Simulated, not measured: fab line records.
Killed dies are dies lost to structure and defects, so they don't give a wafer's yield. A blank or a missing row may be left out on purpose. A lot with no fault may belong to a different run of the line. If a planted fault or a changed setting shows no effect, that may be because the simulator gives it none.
Comparing a struck lot with a sound one    flow n5Finfet    41 steps out of a route of 1938
Sound: wafers L932.1, L932.2, L932.3. Struck: wafers L939.1, L939.3, L939.4. At the end, the cause is stated.
Order at every step that has rows: each side's tool, ch and its chambers, its first start. Under that, the readings that differ: sound wafers    struck wafers    difference of the means    sigmas: that difference in standard deviations of wafers without a fault.
alike: words and numbers the same on both sides, and readings whose means are apart by under 2 such deviations; not compared: readings that were withheld, readings missing a value for some wafer, numbers with overlapping values and no deviation given by the record, and bounds like >300 which may hide the same value.
Wherever a step has rows on one side only, a row that says differs or no value, or a row with sigmas, the two part there. When numbers do not overlap yet have no deviation, they are printed without sigmas and do not part them. Lack of a reading on every wafer of one side parts them only where that side has two or more wafers.

first, 12 steps without rows for these wafers: N5_SD_EPI_N_STRIP_36 (strips in N2/H2); N5_SD_EPI_N_ETCHBACK_44 (etches SiNx in CH3F/O2, stops on SiO2, target depth 14.5 nm); N5_SD_EPI_N_ETCH_45 (etches SiOCN in CH3F/O2, target depth 6 nm); N5_SD_EPI_N_ETCH_16 (etches SiO2 in CHF3/O2, target depth 5 nm); N5_SD_EPI_N_STRIP_47 (strips in CHF3/O2); N5_SD_EPI_N_SD_RECESS_17 (chemistry HBr/Cl2/O2, target depth 41 nm, time 23.7 s, bt time 3 s); N5_SD_EPI_N_STRIP_38 (strips in N2/H2); N5_SD_EPI_N_WET_ETCH_43 (etches SiO2 in dHF, time 14 s, target depth 1.5 nm); N5_SD_EPI_N_STRIP_18 (strips in SPM, time 750 s); N5_SD_EPI_N_SRD_20 (time 30 s); N5_SD_EPI_N_PRECLEAN_48 (cleans in NF3:NH3, afs cycles 2, time 20 s, sublimation time 60 s); N5_SD_EPI_N_VAPOR_ETCH_50 (etches Si in HCl, time 54 s).
N5_SD_EPI_N_EPI_21: deposits Si:P, time 690 s.
  sound on epiRpcvd-03 ch 0, day 5 08:40; struck on epiRpcvd-03 ch 0, day 7 04:20
reading                                   sound              struck             difference  sigmas
susceptorTempC (C)                        679.8 679.8 679.9  663.4 663.3 663.6  -16.4       -53
susceptor_temp_C_max                      681.5 681.7 681.8  665.6 665.9 665.6  -16.0       -25
model.Si-P_of_SD_EPI_N_EPI_21.thkNm (nm)  58.4 59 59         40.6 41 40.6       -18.1       
N5_SD_EPI_N_EPI_MEAS_23:
  sound on filmMetro-02 at day 5 10:23; struck on filmMetro-02 at day 7 06:36
reading     sound           struck          difference  sigmas
thkNm (nm)  58.3 59.5 58.8  40.2 41.3 41.6  -17.8       -15
then, 24 steps without rows for these wafers: N5_SD_EPI_N_PRECLEAN_24 (cleans in O3/DIW, time 60 s); N5_SD_EPI_N_SRD_25 (time 30 s); N5_SD_EPI_N_PRECLEAN_49 (cleans in NF3:NH3, afs cycles 1, time 20 s, sublimation time 60 s); N5_SD_EPI_N_LINER_46 (material SiNx, target thk 3 nm); N5_SD_EPI_P_COAT_34 (time 60 s, resist thk 350 nm); N5_SD_EPI_P_COAT_35 (time 60 s, resist thk 35 nm); N5_SD_EPI_P_COAT_03 (resist thk 150 nm); N5_SD_EPI_P_EBR_05; N5_SD_EPI_P_SOFTBAKE_04 (time 60 s); N5_SD_EPI_P_EXPOSE_06 (exposes mask SD P BLK, target cd 240 nm); N5_SD_EPI_P_PEB_07 (peb time 60 s); N5_SD_EPI_P_DEVELOP_08 (develop time 30 s); N5_SD_EPI_P_DESCUM_14 (chemistry O2, time 7.9 s); N5_SD_EPI_P_ETCH_36 (etches SiARC in CF4, target depth 45.5 nm, time 75.8 s); N5_SD_EPI_P_ETCH_37 (etches SOC in N2/H2, overetch 108 nm, time 486 s); N5_SD_EPI_P_STRIP_38 (strips in N2/H2); N5_SD_EPI_P_ETCHBACK_46 (etches SiNx in CH3F/O2, stops on SiO2, target depth 17.5 nm); N5_SD_EPI_P_ETCH_47 (etches SiOCN in CH3F/O2, target depth 25 nm); N5_SD_EPI_P_ETCH_16 (etches SiO2 in CHF3/O2, target depth 5 nm); N5_SD_EPI_P_STRIP_50 (strips in CHF3/O2); N5_SD_EPI_P_SD_RECESS_17 (chemistry HBr/Cl2/O2, target depth 39.1 nm, bt time 3 s); N5_SD_EPI_P_WET_ETCH_45 (etches SiO2 in dHF, time 10.7 s, target depth 2 nm, rinse time 30 s); N5_SD_EPI_P_STRIP_40 (strips in N2/H2); N5_SD_EPI_P_PRECLEAN_52 (cleans in O3/DIW, time 60 s).
N5_SD_ACTIVATION_RS_MEAS_03: the measuring method here is four-point-probe.
  sound on filmMetro-01 at day 5 15:44; struck on filmMetro-02 at day 7 11:49
reading           sound              struck             difference  sigmas
RS_SD_N (ohm/sq)  21.82 22.07 21.98  31.16 31.04 31.23  +9.19       +31
  alike: RS_SD_P
N5_MOL_CONTACT_COAG_ETCH_15: etches SiNx in CH3F/O2, stops on Si:P, target depth 7 nm.
  sound on rieDiel-02 ch 1,2,3, day 6 20:16; struck on rieDiel-03 ch 0,2,3, day 8 17:42
reading                                   sound         struck      difference  sigmas
model.Si-P_of_SD_EPI_N_EPI_21.thkNm (nm)  57.6 58 58.2  40 40.4 40  -18         
  alike: drypumpMotorCurrentA, oesProductAu, rfVppV, showerheadPlenumPTorr, throttleValvePct
  not compared: rfHoursCounterH
-- the record jumps here: 4 days lie between the struck wafers' starts before and after (it left off in module MOL_CONTACT_COAG and takes up again in module BEOL_M4, whose first step shown is number 1111 of the route) --
N5_BEOL_M4_RC_MEAS_101:
  sound on prober-01 ch 0, day 10 14:41; struck on prober-01 ch 0, day 12 13:23
reading           sound           struck          difference  sigmas
DIBL_P (mV/V)     37.4 36.1 41.1  34.1 33.9 34.6  -4.0        -2
IOFF_P (nA/um)    0.25 0.22 0.32  0.17 0.17 0.18  -0.09       -2
REXT_N (ohm.um)   73.6 71.7 73.6  85.2 84.9 87.0  +12.7       +8
RS_SD_N (ohm/sq)  28.5 28.3 28.3  40.3 40.1 40.6  +12.0       +30
VT_N (mV)         252 251 245     258 254 255     +6          +2
  alike: DIBL_N, IOFF_N, ION_N, ION_P, SS_N, SS_P, VT_P

== WHERE THEY PART ==
First at N5_SD_EPI_N_EPI_21; last, within this record, at N5_BEOL_M4_RC_MEAS_101.

WHY: whatever the simulator had introduced
Process parameters drifting: epiRpcvd-03 at N5_SD_EPI_N_EPI_21, beginning at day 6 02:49. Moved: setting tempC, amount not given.
